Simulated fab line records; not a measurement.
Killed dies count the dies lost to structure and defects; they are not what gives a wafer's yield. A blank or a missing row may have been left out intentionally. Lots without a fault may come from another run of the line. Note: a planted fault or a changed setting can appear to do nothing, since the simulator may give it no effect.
fab line records	flow n5Finfet
[record] lots = 7	wafers = 39
route steps=1938 shown DUMMY_GATE@228 SD_EPI_N@267 HKMG_FIN@438 GATE_CUT@469
startH: hours from the record's opening day to when the first of the lot's shown wafers began	waitH: hours from the lot's prior step to this one	" repeats the value in the row above	L1.1+2: one row covering several wafers at once	- value missing, or start not given	* or withheld: withheld	< > ~ a bound
route shown NAME@n: a module of which the file shows steps, and the number in the route of the first	usual: mean/standard deviation taken from wafers without a fault	same: alike in all rows	chamber/n: place in a boat	sites: per-site readings	_std_site: how widely they spread, as a standard deviation	_edge_site: outer sites' mean less inner sites'	radiusMm: for every site, how far away it sits from the centre of the wafer	mask NAME#n: copy n	behind: the last tool/chamber to shape the wafer	hold: reason for holding the lot/hours on hold/outcome of the hold	device: names the non-switching transistor (n, p or np)	end of line: the same wafers' tests at the end of the route	step lacking rows: just its recipe	killed: count of dies lost to structure and defects at first sort (not the wafer's yield)	map: the dies of a wafer, with x for killed, . for not killed, _ for no die there
set.NAME: setting as actually run; set.NAME@STEP: the setting as run at that earlier step	model.NAME: the simulator's own value behind a step, which no gauge read
lots with deliberately changed settings; one table per step, one row per wafer
[[steps]]
[step N5_DUMMY_GATE_EXPOSE_12]
[recipe] maskId = GATE	na = 0.33	sourceShape = annular	sigmaInner = 0.2	sigmaOuter = 0.6	polarization = unpolarized	targetCdNm = 25	doseMj = 34
lot.wafer	tool	chamber	startH	waitH	mask	set.doseMj
L075.1+4+5	euvScanner-01	0	53.52	-	GATE#0	34
L075.2+3+6	"	0	"	"	GATE#0	36.06
L077.2+3+5	euvScanner-01	0	72.41	-	GATE#0	34
L082.1+5+6	euvScanner-02	0	93.81	-	GATE#0	31.36
L082.2+3+4	"	0	"	"	GATE#0	34
L085.1+3+5	euvScanner-02	0	115.55	-	GATE#0	35.76
L085.2+4+6	"	0	"	"	GATE#0	34
L090.1+2+4	euvScanner-01	0	148.52	-	GATE#0	34
L090.3+5+6	"	0	"	"	GATE#0	35.93
L093.1+4+6	euvScanner-01	0	163.39	-	GATE#0	34
L093.2+3+5	"	0	"	"	GATE#0	32.27
L094.1+3+4	euvScanner-01	0	164.71	-	GATE#0	31.77
L094.2+5+6	"	0	"	"	GATE#0	34
[step N5_DUMMY_GATE_PEB_13]
[recipe] pebTempC = 100	pebTimeS = 60	resist = CAR-EUV
[step N5_DUMMY_GATE_DEVELOP_14]
[recipe] developTimeS = 30	developer = TMAH	resist = CAR-EUV	rinseLiquid = surfactantRinse	dry = airSpin	devTempC = 23
[step N5_DUMMY_GATE_CD_MEAS_15]
[recipe] targetCdNm = 25.8	landingEnergyEv = 500	detector = seInlens
[usual] cdNm = 24.98/0.25
lot.wafer	tool	chamber	startH	waitH	set.doseMj@DUMMY_GATE_EXPOSE_12	cdNm
L075.1	cdSem-01	0	53.64	-	34	24.76
L075.2	"	0	"	"	36.06	23.75
L075.3	"	0	"	"	36.06	24.02
L075.4	"	0	"	"	34	24.88
L075.5	"	0	"	"	34	24.87
L075.6	"	0	"	"	36.06	23.89
L077.2	cdSem-01	0	72.54	-	34	25.09
L077.3	"	0	"	"	34	24.64
L077.5	"	0	"	"	34	24.68
L082.1	cdSem-01	0	93.94	-	31.36	26.55
L082.2	"	0	"	"	34	25.25
L082.3	"	0	"	"	34	24.85
L082.4	"	0	"	"	34	24.85
L082.5	"	0	"	"	31.36	26.61
L082.6	"	0	"	"	31.36	26.71
L085.1	cdSem-03	0	115.68	-	35.76	24.14
L085.2	"	0	"	"	34	24.89
L085.3	"	0	"	"	35.76	23.92
L085.4	"	0	"	"	34	25.09
L085.5	"	0	"	"	35.76	23.71
L085.6	"	0	"	"	34	25.17
L090.1	cdSem-02	0	148.64	-	34	25.22
L090.2	"	0	"	"	34	25.24
L090.3	"	0	"	"	35.93	23.80
L090.4	"	0	"	"	34	24.89
L090.5	"	0	"	"	35.93	23.48
L090.6	"	0	"	"	35.93	23.93
L093.1	cdSem-03	0	163.51	-	34	25.00
L093.2	"	0	"	"	32.27	26.25
L093.3	"	0	"	"	32.27	26.00
L093.4	"	0	"	"	34	25.52
L093.5	"	0	"	"	32.27	26.04
L093.6	"	0	"	"	34	24.98
L094.1	cdSem-01	0	164.84	-	31.77	26.45
L094.2	"	0	"	"	34	25.28
L094.3	"	0	"	"	31.77	26.19
L094.4	"	0	"	"	31.77	26.01
L094.5	"	0	"	"	34	25.34
L094.6	"	0	"	"	34	25.32
[step N5_DUMMY_GATE_STRIP_38]
[recipe] chemistry = N2/H2	tempC = 40	n2FlowSccm = 200	h2FlowSccm = 200	rfFrequencyHz = 6e+07
[step N5_DUMMY_GATE_STRIP_39]
[recipe] chemistry = N2/H2	tempC = 40	n2FlowSccm = 200	h2FlowSccm = 200	rfFrequencyHz = 6e+07
[step N5_DUMMY_GATE_TRIM_49]
[recipe] chemistry = O2	resist = SOC	timeS = 29	targetCdNm = 14	sourcePowerW = 300	biasPowerW = 0	O2_flow_sccm = 100	tempC = 20
lot.wafer	tool	chamber	startH	waitH	set.doseMj@DUMMY_GATE_EXPOSE_12	model.DUMMY_GATE.cdNm
L075.1+4	rieSi-01	2,1	54.00	0.0	34	14
L075.2+6	"	0,2	"	"	36.06	13.2
L075.3	"	3	"	"	36.06	12.6
L075.5	"	3	"	"	34	13.8
L077.2	rieSi-04	0	72.89	0.0	34	14.2
L077.3	"	2	"	"	34	13.6
L077.5	"	3	"	"	34	14.4
L082.1+5+6	rieSi-04	0,3,2	94.29	0.0	31.36	15.8
L082.2	"	3	"	"	34	14.2
L082.3+4	"	1,2	"	"	34	14
L085.1+3	rieSi-04	3,0	116.04	0.0	35.76	13
L085.2	"	1	"	"	34	14
L085.4+6	"	2,1	"	"	34	13.8
L085.5	"	0	"	"	35.76	13.2
L090.1	rieSi-05	2	149.00	0.0	34	14.2
L090.2	"	1	"	"	34	13.6
L090.3+5	"	3,2	"	"	35.93	13
L090.4	"	0	"	"	34	14
L090.6	"	3	"	"	35.93	12.4
L093.1+6	rieSi-05	2	163.87	0.0	34	14.2
L093.2+3+5	"	0,3,3	"	"	32.27	15
L093.4	"	1	"	"	34	14
L094.1+4	rieSi-01	2,1	165.52	0.0	31.77	15.4
L094.2+5	"	0,1	"	"	34	14
L094.3	"	3	"	"	31.77	14.8
L094.6	"	2	"	"	34	14.2
[step N5_DUMMY_GATE_STRIP_40]
[recipe] chemistry = CF4	resist = SiARC	powerW = 300	biasPowerW = 75	pressureMtorr = 50	cf4FlowSccm = 150	rfFrequencyHz = 6e+07
[step N5_DUMMY_GATE_CD_MEAS_50]
[recipe] targetCdNm = 14
[usual] cdNm = 14.0/0.34
lot.wafer	tool	chamber	startH	waitH	set.doseMj@DUMMY_GATE_EXPOSE_12	cdNm
L075.1	cdSem-01	-	54.15	0.0	34	14.1
L075.2	"	-	"	"	36.06	13.0
L075.3	"	-	"	"	36.06	13.0
L075.4	"	-	"	"	34	14.1
L075.5	"	-	"	"	34	14.0
L075.6	"	-	"	"	36.06	13.4
L077.2	cdSem-03	-	73.06	0.0	34	14.1
L077.3	"	-	"	"	34	13.8
L077.5	"	-	"	"	34	14.1
L082.1	cdSem-03	-	94.44	0.0	31.36	15.8
L082.2	"	-	"	"	34	14.3
L082.3	"	-	"	"	34	13.9
L082.4	"	-	"	"	34	14.2
L082.5	"	-	"	"	31.36	15.8
L082.6	"	-	"	"	31.36	16.0
L085.1	cdSem-03	-	116.19	0.0	35.76	12.9
L085.2	"	-	"	"	34	13.9
L085.3	"	-	"	"	35.76	12.9
L085.4	"	-	"	"	34	13.9
L085.5	"	-	"	"	35.76	13.1
L085.6	"	-	"	"	34	14.0
L090.1	cdSem-03	-	149.15	0.0	34	14.0
L090.2	"	-	"	"	34	13.5
L090.3	"	-	"	"	35.93	13.0
L090.4	"	-	"	"	34	14.0
L090.5	"	-	"	"	35.93	13.1
L090.6	"	-	"	"	35.93	12.7
L093.1	cdSem-01	-	164.04	0.0	34	14.1
L093.2	"	-	"	"	32.27	15.1
L093.3	"	-	"	"	32.27	14.6
L093.4	"	-	"	"	34	14.2
L093.5	"	-	"	"	32.27	15.0
L093.6	"	-	"	"	34	14.5
L094.1	cdSem-03	-	165.67	0.0	31.77	15.6
L094.2	"	-	"	"	34	14.0
L094.3	"	-	"	"	31.77	14.8
L094.4	"	-	"	"	31.77	15.4
L094.5	"	-	"	"	34	14.1
L094.6	"	-	"	"	34	14.4
[step N5_DUMMY_GATE_ETCH_31]
[recipe] chemistry = C4F6/O2	target = SiO2	maskMaterial = SOC	targetDepthA = 825	timeS = 27.5	ionEnergyEv = 250	pressureMtorr = 30	sourceW = 345	biasW = 185	Ar_flow_sccm = 300	C4F6_flow_sccm = 10	O2_flow_sccm = 10
[step N5_DUMMY_GATE_STRIP_41]
[recipe] chemistry = O2	powerW = 400	tempC = 40	pressureMtorr = 30	rfFrequencyHz = 6e+07	biasPowerW = 0	overashFraction = 0.3	o2FlowSccm = 225
[step N5_DUMMY_GATE_ETCH_23]
[recipe] chemistry = HBr/Cl2/O2	HBr_flow_sccm = 150	Cl2_flow_sccm = 80	O2_flow_sccm = 12	biasW = 102	targetDepthA = 410	timeS = 22.3	target = poly-Si	maskMaterial = SiO2	pressureMtorr = 10	icpW = 800
[step N5_DUMMY_GATE_ETCH_44]
[recipe] chemistry = HBr/O2	overEtchFrac = 0.7	targetDepthA = 1275	stopOn = SiO2	ionEnergyEv = 60	biasW = 20	target = poly-Si	maskMaterial = SiO2	pressureMtorr = 20	icpW = 400	HBr_flow_sccm = 120	O2_flow_sccm = 10
[step N5_DUMMY_GATE_CD_MEAS_24]
[recipe] targetCdNm = 15
[usual] cdNm = 15.0/0.38
lot.wafer	tool	chamber	startH	waitH	set.doseMj@DUMMY_GATE_EXPOSE_12	cdNm
L075.1	cdSem-01	-	54.65	0.1	34	15.6
L075.2	"	-	"	"	36.06	14.1
L075.3	"	-	"	"	36.06	13.6
L075.4	"	-	"	"	34	15.3
L075.5	"	-	"	"	34	15.2
L075.6	"	-	"	"	36.06	14.3
L077.2	cdSem-01	-	73.58	0.1	34	15.3
L077.3	"	-	"	"	34	14.4
L077.5	"	-	"	"	34	15.3
L082.1	cdSem-02	-	94.94	0.1	31.36	16.7
L082.2	"	-	"	"	34	15.2
L082.3	"	-	"	"	34	14.7
L082.4	"	-	"	"	34	15.0
L082.5	"	-	"	"	31.36	16.7
L082.6	"	-	"	"	31.36	16.5
L085.1	cdSem-03	-	116.68	0.1	35.76	14.0
L085.2	"	-	"	"	34	15.0
L085.3	"	-	"	"	35.76	13.8
L085.4	"	-	"	"	34	14.8
L085.5	"	-	"	"	35.76	14.2
L085.6	"	-	"	"	34	15.2
L090.1	cdSem-02	-	149.64	0.1	34	15.0
L090.2	"	-	"	"	34	14.8
L090.3	"	-	"	"	35.93	14.2
L090.4	"	-	"	"	34	14.7
L090.5	"	-	"	"	35.93	14.0
L090.6	"	-	"	"	35.93	13.7
L093.1	cdSem-02	-	164.55	0.1	34	14.9
L093.2	"	-	"	"	32.27	16.3
L093.3	"	-	"	"	32.27	16.6
L093.4	"	-	"	"	34	15.0
L093.5	"	-	"	"	32.27	16.1
L093.6	"	-	"	"	34	15.1
L094.1	cdSem-03	-	166.16	0.1	31.77	16.3
L094.2	"	-	"	"	34	15.2
L094.3	"	-	"	"	31.77	16.5
L094.4	"	-	"	"	31.77	16.4
L094.5	"	-	"	"	34	15.0
L094.6	"	-	"	"	34	15.2
[step N5_SD_EPI_N_EXPOSE_06]
[recipe] maskId = SD_N_BLK	na = 1.35	sourceShape = conventional	sigmaOuter = 0.8	polarization = unpolarized	targetCdNm = 120	doseMj = 39.75
lot.wafer	tool	chamber	startH	waitH	mask	set.doseMj
L075.1+3+4	arfiScanner-02	0	55.69	-	SD_N_BLK#0	38.76
L075.2+5+6	"	0	"	"	SD_N_BLK#0	39.75
L077.2+3+5	arfiScanner-03	0	74.63	-	SD_N_BLK#0	39.75
L082.1+2+3+4+5+6	arfiScanner-03	0	97.20	-	SD_N_BLK#0	39.75
L085.1+2+6	arfiScanner-03	0	118.27	-	SD_N_BLK#0	39.75
L085.3+4+5	"	0	"	"	SD_N_BLK#0	38.59
L090.1+2+6	arfiScanner-01	0	150.91	-	SD_N_BLK#0	39.75
L090.3+4+5	"	0	"	"	SD_N_BLK#0	41.59
L093.1+3+6	arfiScanner-03	0	166.99	-	SD_N_BLK#0	42.85
L093.2+4+5	"	0	"	"	SD_N_BLK#0	39.75
L094.1+2+4	arfiScanner-03	0	167.54	-	SD_N_BLK#0	40.92
L094.3+5+6	"	0	"	"	SD_N_BLK#0	39.75
[step N5_SD_EPI_N_PEB_07]
[recipe] pebTempC = 110	pebTimeS = 60	resist = CAR-ArF-block
[step N5_SD_EPI_N_DEVELOP_08]
[recipe] developTimeS = 30	developer = TMAH	resist = CAR-ArF-block	devTempC = 23	rinseLiquid = diw	dry = airSpin
[step N5_SD_EPI_N_CD_MEAS_09]
[recipe] targetCdNm = 120	landingEnergyEv = 500	detector = seInlens
[usual] cdNm = 120.1/0.66
lot.wafer	tool	chamber	startH	waitH	set.doseMj@SD_EPI_N_EXPOSE_06	cdNm
L075.1	cdSem-02	0	55.81	-	38.76	119.2
L075.2	"	0	"	"	39.75	120.9
L075.3	"	0	"	"	38.76	118.4
L075.4	"	0	"	"	38.76	118.7
L075.5	"	0	"	"	39.75	120.1
L075.6	"	0	"	"	39.75	120.5
L077.2	cdSem-02	0	74.75	-	39.75	119.4
L077.3	"	0	"	"	39.75	119.8
L077.5	"	0	"	"	39.75	119.7
L082.1	cdSem-03	0	97.33	-	39.75	118.1
L082.2	"	0	"	"	39.75	120.3
L082.3	"	0	"	"	39.75	119.5
L082.4	"	0	"	"	39.75	119.5
L082.5	"	0	"	"	39.75	120.3
L082.6	"	0	"	"	39.75	118.9
L085.1	cdSem-03	0	118.39	-	39.75	120.9
L085.2	"	0	"	"	39.75	120.2
L085.3	"	0	"	"	38.59	118.0
L085.4	"	0	"	"	38.59	118.0
L085.5	"	0	"	"	38.59	117.9
L085.6	"	0	"	"	39.75	120.1
L090.1	cdSem-02	0	151.03	-	39.75	120.9
L090.2	"	0	"	"	39.75	120.2
L090.3	"	0	"	"	41.59	123.4
L090.4	"	0	"	"	41.59	123.3
L090.5	"	0	"	"	41.59	123.7
L090.6	"	0	"	"	39.75	120.1
L093.1	cdSem-01	0	167.12	-	42.85	124.2
L093.2	"	0	"	"	39.75	119.2
L093.3	"	0	"	"	42.85	125.3
L093.4	"	0	"	"	39.75	119.3
L093.5	"	0	"	"	39.75	118.8
L093.6	"	0	"	"	42.85	124.5
L094.1	cdSem-01	0	167.66	-	40.92	122.0
L094.2	"	0	"	"	40.92	121.5
L094.3	"	0	"	"	39.75	119.6
L094.4	"	0	"	"	40.92	122.3
L094.5	"	0	"	"	39.75	119.7
L094.6	"	0	"	"	39.75	119.7
[step N5_SD_EPI_N_DESCUM_14]
[recipe] chemistry = O2	timeS = 7.9	sourcePowerW = 50	biasPowerW = 20	pressureMtorr = 20	rfFrequencyHz = 2.712e+07	tempC = 40	resist = CAR-ArF-block	o2FlowSccm = 225
lot.wafer	tool	chamber	startH	waitH	set.doseMj@SD_EPI_N_EXPOSE_06	model.SD_EPI_N.cdNm
L075.1	rieDiel-04	3	55.90	0.0	38.76	119
L075.2	"	1	"	"	39.75	120.8
L075.3+4	"	2,1	"	"	38.76	118.6
L075.5	"	2	"	"	39.75	120.2
L075.6	"	3	"	"	39.75	120.4
L077.2	rieDiel-04	2	74.84	0.0	39.75	119.4
L077.3	"	1	"	"	39.75	-
L077.5	"	1	"	"	39.75	119.8
L082.1	rieDiel-04	0	97.41	0.0	39.75	118.6
L082.2	"	3	"	"	39.75	120.2
L082.3	"	1	"	"	39.75	119.4
L082.4	"	2	"	"	39.75	119.2
L082.5	"	1	"	"	39.75	120
L082.6	"	0	"	"	39.75	119
L085.1	rieDiel-04	0	118.50	0.1	39.75	120.6
L085.2+6	"	1,3	"	"	39.75	120.2
L085.3	"	2	"	"	38.59	118
L085.4+5	"	3,2	"	"	38.59	118.2
L090.1	rieDiel-02	1	151.12	0.0	39.75	120.6
L090.2+6	"	2	"	"	39.75	120.2
L090.3	"	3	"	"	41.59	123.4
L090.4	"	0	"	"	41.59	123.6
L090.5	"	3	"	"	41.59	123.8
L093.1	rieDiel-02	1	167.21	0.0	42.85	124.4
L093.2	"	0	"	"	39.75	119
L093.3	"	3	"	"	42.85	125.6
L093.4	"	2	"	"	39.75	119.6
L093.5	"	3	"	"	39.75	118.6
L093.6	"	2	"	"	42.85	124.6
L094.1+2	rieDiel-04	2,1	167.94	0.2	40.92	122
L094.3+5	"	3,2	"	"	39.75	119.8
L094.4	"	3	"	"	40.92	122.2
L094.6	"	1	"	"	39.75	119.6
[step N5_SD_EPI_N_ETCH_34]
[recipe] chemistry = CF4	target = SiARC	targetDepthA = 455	maskMaterial = CAR-ArF-block	timeS = 75.8	ionEnergyEv = 80	pressureMtorr = 40	sourceW = 545	biasW = 36	Ar_flow_sccm = 100	cf4FlowSccm = 100	ends = cleared
lot.wafer	tool	chamber	startH	waitH	set.doseMj@SD_EPI_N_EXPOSE_06	model.SD_EPI_N.cdNm
L075.1	rieDiel-04	3	55.93	0.0	38.76	119
L075.2	"	1	"	"	39.75	120.8
L075.3	"	2	"	"	38.76	118.2
L075.4	"	1	"	"	38.76	118.4
L075.5	"	2	"	"	39.75	119.8
L075.6	"	3	"	"	39.75	120.2
L077.2	rieDiel-04	2	74.87	0.0	39.75	119
L077.3+5	"	1	"	"	39.75	119.6
L082.1	rieDiel-04	0	97.45	0.0	39.75	118.6
L082.2	"	3	"	"	39.75	120.4
L082.3	"	1	"	"	39.75	119.4
L082.4+6	"	2,0	"	"	39.75	119
L082.5	"	1	"	"	39.75	119.8
L085.1	rieDiel-04	0	118.53	0.0	39.75	120.4
L085.2	"	1	"	"	39.75	120
L085.3+5	"	2	"	"	38.59	117.8
L085.4	"	3	"	"	38.59	118.2
L085.6	"	3	"	"	39.75	120.2
L090.1	rieDiel-02	1	151.16	0.0	39.75	120.6
L090.2+6	"	2	"	"	39.75	120
L090.3+4	"	3,0	"	"	41.59	123.6
L090.5	"	3	"	"	41.59	123.8
L093.1+6	rieDiel-02	1,2	167.24	0.0	42.85	124.4
L093.2	"	0	"	"	39.75	119
L093.3	"	3	"	"	42.85	125.8
L093.4	"	2	"	"	39.75	119.4
L093.5	"	3	"	"	39.75	118.8
L094.1	rieDiel-04	2	167.97	0.0	40.92	121.8
L094.2	"	1	"	"	40.92	122
L094.3	"	3	"	"	39.75	120
L094.4	"	3	"	"	40.92	122.2
L094.5	"	2	"	"	39.75	119.8
L094.6	"	1	"	"	39.75	119.4
[step N5_HKMG_FIN_ETCH_35]
[recipe] chemistry = N2/H2	target = SOC	targetDepthA = 2158	ionEnergyEv = 65	biasW = 5	sourceW = 3000	timeS = 243.4	pressureMtorr = 30	n2FlowSccm = 200	h2FlowSccm = 200
[usual] rfVppV = 141.6/1.1
lot.wafer	tool	chamber	startH	waitH	set.biasW	rfVppV
L075.1	rieDiel-02	3	84.62	0.0	5	140.2
L075.2	"	1	"	"	5	142.5
L075.3	"	2	"	"	4.47	133.2
L075.4	"	1	"	"	5	144.7
L075.5	"	3	"	"	4.47	132.9
L075.6	"	2	"	"	4.47	133.0
L077.2	rieDiel-03	1	106.84	0.0	5	142.2
L077.3	"	0	"	"	5	142.8
L077.5	"	2	"	"	5	139.7
L082.1	rieDiel-03	0	126.42	0.0	4.449	131.5
L082.2	"	1	"	"	5	141.0
L082.3	"	2	"	"	5	142.6
L082.4	"	3	"	"	4.449	129.9
L082.5	"	1	"	"	5	143.3
L082.6	"	0	"	"	4.449	132.0
L085.1	rieDiel-03	1	144.13	0.0	4.053	124.9
L085.2	"	3	"	"	4.053	122.4
L085.3	"	2	"	"	5	141.3
L085.4	"	0	"	"	4.053	123.4
L085.5	"	0	"	"	5	141.2
L085.6	"	1	"	"	5	142.2
L090.1	rieDiel-02	2	176.53	0.0	5.761	156.2
L090.2	"	1	"	"	5	140.2
L090.3	"	3	"	"	5	142.4
L090.4	"	0	"	"	5.761	153.9
L090.5	"	0	"	"	5.761	155.1
L090.6	"	1	"	"	5	142.3
L093.1	rieDiel-03	0	194.98	0.0	5.305	147.9
L093.2	"	1	"	"	5	142.0
L093.3	"	2	"	"	5.305	147.8
L093.4	"	2	"	"	5	142.5
L093.5	"	1	"	"	5.305	145.7
L093.6	"	0	"	"	5	141.6
L094.1	rieDiel-02	2	195.05	0.0	4.379	131.8
L094.2	"	0	"	"	4.379	128.9
L094.3	"	3	"	"	4.379	128.3
L094.4	"	1	"	"	5	141.7
L094.5	"	2	"	"	5	141.9
L094.6	"	3	"	"	5	141.7
[step N5_GATE_CUT_ETCH_58]
[recipe] chemistry = CH3F/O2	target = SiNx	targetDepthA = 170	timeS = 128.6	ionEnergyEv = 50	pressureMtorr = 30	sourceW = 415	biasW = 21	Ar_flow_sccm = 150	CH3F_flow_sccm = 30	O2_flow_sccm = 20
lot.wafer	tool	chamber	startH	waitH	set.timeS	model.etch.depthNm
L075.1	rieDiel-01	2	89.36	0.4	152.9	20.02
L075.2	"	1	"	"	128.6	17.58
L075.3	"	3	"	"	152.9	19.56
L075.4	"	0	"	"	128.6	17.13
L075.5	"	0	"	"	128.6	17.09
L075.6	"	3	"	"	152.9	19.59
L077.2	rieDiel-05	3	111.26	0.0	128.6	16.54
L077.3	"	2	"	"	128.6	16.99
L077.5	"	3	"	"	128.6	16.46
L082.1	rieDiel-06	0	131.02	0.0	112.7	14.09
L082.2	"	2	"	"	128.6	16.53
L082.3	"	3	"	"	128.6	17.01
L082.4	"	1	"	"	112.7	15.06
L082.5	"	3	"	"	112.7	14.84
L082.6	"	2	"	"	128.6	16.51
L085.1	rieDiel-01	2	148.58	0.0	128.6	16.99
L085.2	"	1	"	"	128.6	17.52
L085.3	"	0	"	"	128.6	17.1
L085.4	"	1	"	"	128.6	17.59
L085.5	"	0	"	"	128.6	17.02
L085.6	"	2	"	"	128.6	16.9
L090.1	rieDiel-05	2	181.12	0.0	128.6	16.99
L090.2	"	1	"	"	140.9	18.2
L090.3	"	3	"	"	128.6	16.56
L090.4	"	0	"	"	140.9	18.68
L090.5	"	1	"	"	128.6	16.75
L090.6	"	0	"	"	140.9	18.48
L093.1	rieDiel-06	0	199.38	0.0	128.6	16.08
L093.2	"	3	"	"	128.6	16.88
L093.3	"	2	"	"	128.6	16.51
L093.4	"	1	"	"	128.6	16.96
L093.5	"	0	"	"	128.6	16.13
L093.6	"	3	"	"	128.6	17
L094.1	rieDiel-06	0	199.65	0.0	128.6	16.28
L094.2	"	3	"	"	140.8	18.73
L094.3	"	1	"	"	140.8	18.83
L094.4	"	2	"	"	140.8	18.18
L094.5	"	1	"	"	128.6	17.27
L094.6	"	2	"	"	128.6	16.53
[[key]]
[split] step = N5_DUMMY_GATE_EXPOSE_12	setting = doseMj	stated = 34	by = wafer
[response] step = N5_DUMMY_GATE_CD_MEAS_15	reading = cdNm	change = -0.19	per = 1%	r = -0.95
[response] step = N5_DUMMY_GATE_TRIM_49	reading = model.DUMMY_GATE.cdNm	change = -0.185	per = 1%	r = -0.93
[response] step = N5_DUMMY_GATE_CD_MEAS_50	reading = cdNm	change = -0.175	per = 1%	r = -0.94
[response] step = N5_DUMMY_GATE_CD_MEAS_24	reading = cdNm	change = -0.207	per = 1%	r = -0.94
[split] step = N5_SD_EPI_N_EXPOSE_06	setting = doseMj	stated = 39.75	by = wafer
[response] step = N5_SD_EPI_N_CD_MEAS_09	reading = cdNm	change = +0.721	per = 1%	r = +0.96
[response] step = N5_SD_EPI_N_DESCUM_14	reading = model.SD_EPI_N.cdNm	change = +0.738	per = 1%	r = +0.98
[response] step = N5_SD_EPI_N_ETCH_34	reading = model.SD_EPI_N.cdNm	change = +0.747	per = 1%	r = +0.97
[split] step = N5_HKMG_FIN_ETCH_35	setting = biasW	stated = 5	by = wafer
[response] step = N5_HKMG_FIN_ETCH_35	reading = rfVppV	change = +0.936	per = 1%	r = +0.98
[split] step = N5_GATE_CUT_ETCH_58	setting = timeS	stated = 128.6	by = wafer
[response] step = N5_GATE_CUT_ETCH_58	reading = model.etch.depthNm	change = +0.153	per = 1%	r = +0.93
